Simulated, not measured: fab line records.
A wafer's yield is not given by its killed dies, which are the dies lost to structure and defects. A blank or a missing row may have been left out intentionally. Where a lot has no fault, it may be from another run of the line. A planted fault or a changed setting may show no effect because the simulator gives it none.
The tool behind it: which one?    flow nand harc    Sampling: 12 lots, 36 wafers, 6 of 1302 route steps

== WHAT THE GAUGES SHOWED, per wafer ==
NHARC_P_ZERO_WELL_CD_MEAS_24: target cd 720 nm.
lot   measured      on         cd nm (nm)
L894  day 1 22:41   cd sem-01  723.0 721.1 721.8
L896  day 2 18:20   cd sem-03  721.7 721.4 723.5
L897  day 3 04:29   cd sem-03  662.9 660.2 661.6
L898  day 3 14:38   cd sem-01  721.2 723.5 721.4
L900  day 4 10:29   cd sem-02  718.6 723.4 723.0
L902  day 5 06:38   cd sem-02  723.1 722.9 719.0
L904  day 6 02:38   cd sem-03  717.3 718.2 721.0
L906  day 6 22:49   cd sem-03  719.6 722.5 721.6
L909  day 8 04:39   cd sem-01  719.2 722.0 723.2
L910  day 8 14:37   cd sem-02  722.7 722.8 721.6
L913  day 9 20:42   cd sem-02  719.8 722.1 719.9
L917  day 11 12:54  cd sem-03  722.1 720.4 719.9

NHARC_P_STI_OCD_MEAS_43.
lot   measured      on      trench depth nm (nm)  trench foot cd nm (nm)
L894  day 2 21:00   ocd-01  291 295 290           158.2 161.6 158.9
L896  day 3 18:32   ocd-01  298 310 305           159.3 155.7 156.5
L897  day 4 02:18   ocd-02  309 302 299           160.5 163.4 161.0
L898  day 4 12:56   ocd-01  306 292 305           160.6 155.3 156.8
L900  day 5 07:49   ocd-01  305 305 309           155.1 155.4 155.8
L902  day 6 05:22   ocd-01  309 311 296           152.1 157.7 159.1
L904  day 7 00:27   ocd-02  308 308 310           159.8 160.6 158.4
L906  day 7 20:26   ocd-01  305 308 302           165.9 162.6 161.5
L909  day 9 04:42   ocd-01  300 292 303           161.2 159.0 157.4
L910  day 9 12:47   ocd-01  303 300 298           155.4 158.3 153.9
L913  day 10 20:58  ocd-02  297 293 300           161.4 160.5 160.7
L917  day 12 12:08  ocd-01  311 304 313           159.0 156.1 159.1

NHARC_END_SORT_01.
lot   measured      on         killed at array  killed at other  killed at periphery  killed dies  killed open  killed short
L897  day 25 15:06  prober-01  46 61 43         2 1 2            7 4 5                55 66 50     7 4 2        5 1 1
L902  day 28 02:10  prober-02  63 45 72         2 2 0            4 3 2                69 50 74     4 5 4        3 2 3
L913  day 32 08:07  prober-01  27 27 28         0 1 0            9 13 7               36 41 35     2 3 2        6 4 2

== WHAT TOOL EACH LOT RAN ON (gives the tool, then ch and the chambers of the sampled wafers, and finally the start) ==
lot   NHARC_P_ZERO_WELL_EXPOSE_21        NHARC_P_ZERO_WELL_DESCUM_26         NHARC_P_STI_CMP_21
L894  krf scanner-01 ch 0, day 1 22:32   rie diel-13 ch 0,1, day 1 22:51     cmp-04 ch 0,1, day 3 18:05
L896  krf scanner-04 ch 0, day 2 18:11   rie diel-01 ch 0,2,3, day 2 18:32   cmp-01 ch 0,3, day 4 11:27
L897  krf scanner-01 ch 0, day 3 04:20   rie diel-13 ch 0,2,3, day 3 04:39   cmp-04 ch 1,2,3, day 4 19:41
L898  krf scanner-04 ch 0, day 3 14:29   rie diel-01 ch 0,1,2, day 3 14:49   cmp-04 ch 0,1, day 5 07:40
L900  krf scanner-01 ch 0, day 4 10:20   rie diel-13 ch 0,1,3, day 4 10:40   cmp-01 ch 0,1,2, day 6 00:01
L902  krf scanner-04 ch 0, day 5 06:28   rie diel-02 ch 0,2,3, day 5 06:47   cmp-01 ch 0,1,3, day 6 21:38
L904  krf scanner-03 ch 0, day 6 02:29   rie diel-02 ch 0,1,2, day 6 02:47   cmp-01 ch 1,2,3, day 7 16:59
L906  krf scanner-04 ch 0, day 6 22:40   rie diel-01 ch 0,1,2, day 6 22:59   cmp-04 ch 0,1,3, day 8 14:16
L909  krf scanner-04 ch 0, day 8 04:30   rie diel-01 ch 0,1,3, day 8 05:00   cmp-01 ch 2,3, day 9 23:38
L910  krf scanner-03 ch 0, day 8 14:27   rie diel-01 ch 1,3, day 8 14:47     cmp-04 ch 0,2, day 10 07:04
L913  krf scanner-04 ch 0, day 9 20:32   rie diel-13 ch 0,2,3, day 9 20:55   cmp-01 ch 1,3, day 11 15:29
L917  krf scanner-04 ch 0, day 11 12:45  rie diel-02 ch 0,2,3, day 11 13:05  cmp-02 ch 0,2,3, day 13 05:41
- NHARC_P_ZERO_WELL_EXPOSE_21: exposes mask P NWELL, target cd 720 nm.
- NHARC_P_ZERO_WELL_DESCUM_26: chemistry O2, time 3 s.
- NHARC_P_STI_CMP_21: polishes, t overpolish 20 s, target thk 380.67 nm.

== WHAT THE TOOLS THEMSELVES READ (means of the sampled wafers that have a number; where no wafer has one, the mark that the record gives instead) ==
NHARC_P_ZERO_WELL_EXPOSE_21.
lot   tool            reticle temp C (C)
L894  krf scanner-01  23.00
L896  krf scanner-04  23.02
L897  krf scanner-01  23.12
L898  krf scanner-04  22.92
L900  krf scanner-01  22.92
L902  krf scanner-04  22.90
L904  krf scanner-03  22.88
L906  krf scanner-04  23.16
L909  krf scanner-04  23.02
L910  krf scanner-03  22.98
L913  krf scanner-04  22.94
L917  krf scanner-04  22.96

NHARC_P_ZERO_WELL_DESCUM_26.
lot   tool         drypump motor current A (A)  mfc ar sccm (sccm)  oes product au (a.u.)  rf vpp V (V)  showerhead plenum p Torr (Torr)  throttle valve pct (%)
L894  rie diel-13  6.2                          0.000               1.001                  57.9          1.99                             11.309
L896  rie diel-01  5.7                          0.013               0.996                  57.2          1.92                             11.307
L897  rie diel-13  5.7                          0.008               1.004                  58.3          1.97                             11.313
L898  rie diel-01  5.8                          0.009               0.993                  57.8          1.91                             11.308
L900  rie diel-13  5.9                          0.008               1.001                  58.0          1.97                             11.307
L902  rie diel-02  5.6                          0.000               0.987                  57.5          1.92                             11.320
L904  rie diel-02  5.6                          0.000               1.000                  57.8          1.89                             11.310
L906  rie diel-01  5.8                          0.009               0.998                  57.6          1.90                             11.317
L909  rie diel-01  5.7                          0.004               0.992                  58.2          1.93                             11.296
L910  rie diel-01  5.3                          0.008               0.985                  58.1          1.98                             11.307
L913  rie diel-13  5.7                          0.008               0.989                  58.4          1.96                             11.308
L917  rie diel-02  5.6                          0.000               0.993                  58.3          1.90                             11.311

NHARC_P_STI_CMP_21.
lot   tool    motor current A (A)  overpolish run s (s)  slurry filter dp kPa (kPa)
L894  cmp-04  11.5                 19.998                13.59
L896  cmp-01  11.7                 20.001                13.55
L897  cmp-04  11.1                 20.000                13.55
L898  cmp-04  12.0                 20.003                13.53
L900  cmp-01  12.7                 20.003                13.55
L902  cmp-01  12.1                 20.002                13.38
L904  cmp-01  12.4                 20.007                13.50
L906  cmp-04  11.1                 20.008                13.50
L909  cmp-01  12.4                 20.006                13.45
L910  cmp-04  11.8                 20.009                13.43
L913  cmp-01  11.8                 19.996                13.38
L917  cmp-02  11.8                 19.998                13.56

== THE ANSWER, worked out from the rows above alone ==
Rule: the lots themselves supply what counts as usual. Put in order of their means at a reading, lots are off if they are a third of the lots or fewer, leave a main group of 4 or more, and stand apart from it by a gap of 3 or more times the standard deviation of the main group's means; of several such gaps the widest counts. The tables above print the reading to a certain number of digits; a main group whose means all agree to those digits is not used. Also off: a lot with no number at a reading for which 4 or more lots have one. The other lots that the step has rows for count as sound. First the gauges in route order, then the tools' own readings, where a lot's mean is used as printed above. At the first step where some lot is off, the reading lying furthest off is the one used; lots without a number count as furthest.
Off, at NHARC_P_ZERO_WELL_CD_MEAS_24 on cd nm: L897. Mean 721.3 nm and standard deviation 0.95 in the main group.
If a tool, at a process step before that reading, ran all the lots that are off and no sound lot after the first of them, it fits. The gauges at NHARC_P_ZERO_WELL_CD_MEAS_24 are tried like those tools. Not one of the candidates tried fits.

== WHAT HAD BEEN PUT IN BY THE SIMULATOR ==
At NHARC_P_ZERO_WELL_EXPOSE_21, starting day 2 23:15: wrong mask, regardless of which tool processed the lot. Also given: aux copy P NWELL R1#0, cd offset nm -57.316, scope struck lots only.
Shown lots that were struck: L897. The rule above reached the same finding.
